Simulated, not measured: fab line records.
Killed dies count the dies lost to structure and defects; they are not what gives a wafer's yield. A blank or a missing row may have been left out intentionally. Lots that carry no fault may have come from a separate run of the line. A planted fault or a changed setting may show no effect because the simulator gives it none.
Lot-split experiment ; flow n5_finfet ; 39 wafers read from 7 lots, route of 1938 steps

== ON THE SPLIT ==
At N5_SD_ACTIVATION_LSA_01 (time 0.0008 s), the setting time_s was moved away from the recipe's 0.0008 s on 9 of the 39 wafers read, by -31.3% to +31.1%. This setting was run at the recipe's value on the other wafers.

Between the split and the reading, the file records no step.

== THE READING ==
RS_SD_N in ohm/sq, measured at N5_SD_ACTIVATION_RS_MEAS_03 by four-point-probe. On this fab line, fault-free wafers typically give 21.8 ohm/sq with a standard deviation of 0.31 ohm/sq.

wafer;tool, chamber at the split;time_s as run, s;against the recipe;RS_SD_N, ohm/sq;against lot-mates on the recipe
L076.1;laser_anneal-02, 0;0.0008;recipe;21.7;-
L076.2;laser_anneal-02, 0;0.0008;recipe;21.3;-
L076.3;laser_anneal-02, 0;0.0008;recipe;21.6;-
L076.4;laser_anneal-02, 0;0.0008;recipe;21.7;-
L076.5;laser_anneal-02, 0;0.0008;recipe;21.6;-
L076.6;laser_anneal-02, 0;0.0008;recipe;21.5;-
L077.1;laser_anneal-01, 0;0.0008;recipe;22.3;-
L077.2;laser_anneal-01, 0;0.0008;recipe;22.2;-
L077.3;laser_anneal-01, 0;0.0005493;-31.3%;23.1;+1.0
L077.4;laser_anneal-01, 0;0.0005493;-31.3%;23.1;+1.0
L077.5;laser_anneal-01, 0;0.0008;recipe;21.9;-
L077.6;laser_anneal-01, 0;0.0005493;-31.3%;23.3;+1.2
L081.3;laser_anneal-01, 0;0.0008;recipe;21.7;-
L081.5;laser_anneal-01, 0;0.0008;recipe;21.7;-
L081.6;laser_anneal-01, 0;0.0008;recipe;22.1;-
L082.1;laser_anneal-02, 0;0.0006164;-23.0%;22.4;+0.9
L082.2;laser_anneal-02, 0;0.0006164;-23.0%;22.3;+0.8
L082.3;laser_anneal-02, 0;0.0006164;-23.0%;22.6;+1.1
L082.4;laser_anneal-02, 0;0.0008;recipe;21.4;-
L082.5;laser_anneal-02, 0;0.0008;recipe;21.6;-
L082.6;laser_anneal-02, 0;0.0008;recipe;21.6;-
L087.1;laser_anneal-01, 0;0.0008;recipe;22.3;-
L087.2;laser_anneal-01, 0;0.0008;recipe;22.0;-
L087.3;laser_anneal-01, 0;0.0008;recipe;22.0;-
L087.4;laser_anneal-01, 0;0.0008;recipe;22.2;-
L087.5;laser_anneal-01, 0;0.0008;recipe;22.3;-
L087.6;laser_anneal-01, 0;0.0008;recipe;22.2;-
L094.1;laser_anneal-02, 0;0.001049;+31.1%;20.9;-0.8
L094.2;laser_anneal-02, 0;0.001049;+31.1%;21.0;-0.7
L094.3;laser_anneal-02, 0;0.0008;recipe;21.6;-
L094.4;laser_anneal-02, 0;0.001049;+31.1%;20.7;-1.0
L094.5;laser_anneal-02, 0;0.0008;recipe;21.8;-
L094.6;laser_anneal-02, 0;0.0008;recipe;21.6;-
L096.1;laser_anneal-02, 0;0.0008;recipe;21.7;-
L096.2;laser_anneal-02, 0;0.0008;recipe;21.8;-
L096.3;laser_anneal-02, 0;0.0008;recipe;21.9;-
L096.4;laser_anneal-02, 0;0.0008;recipe;22.2;-
L096.5;laser_anneal-02, 0;0.0008;recipe;21.8;-
L096.6;laser_anneal-02, 0;0.0008;recipe;22.1;-

FIT RESULTS
A straight line over all 39 wafers: RS_SD_N changes by -0.0343 ohm/sq for each +1% of time_s; r = -0.87; the points scatter about the line by 0.28 ohm/sq.
The same after taking each lot's own level away (the mean of its wafers on the recipe; 39 wafers): -0.0312 ohm/sq for each +1%; r = -0.94; scatter 0.16 ohm/sq.
According to that fit, moving time_s by its largest amount changes the reading by 0.98 ohm/sq.
The span of the lots' own levels, 21.53 to 22.17 ohm/sq, comes to 2.0 times the standard deviation stated above.
In other words, the slope is changed by the lot-to-lot level; the two fits disagree.
Check: for one of the wafers moved furthest among these (-31.3%), held out of the fit, the line's prediction against its lot-mates is +1.02 ohm/sq. Against them it came out at +0.967 ohm/sq.

== OTHER SPLITS APPLIED TO THESE WAFERS ==
Before the reading, these wafers also passed through other splits. Each is held against what the fit with the lots' levels taken away leaves over:
other split on the same wafers;wafers away from the commonest value;r with RS_SD_N (lot level and that fit taken away)
N5_DUMMY_GATE_ETCH_37 source_w;12;-0.29
N5_DUMMY_GATE_ETCH_31 target_depth_a;12;+0.00
N5_DUMMY_GATE_ETCH_42 bias_w;9;-0.07
N5_SD_EPI_N_ETCH_35 time_s;15;+0.03
N5_SD_EPI_P_EPI_21 temp_c;15;-0.04

== THE FILE'S OWN FIT ==
RS_SD_N changes by -0.0312 ohm/sq for each +1% of time_s, r = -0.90.
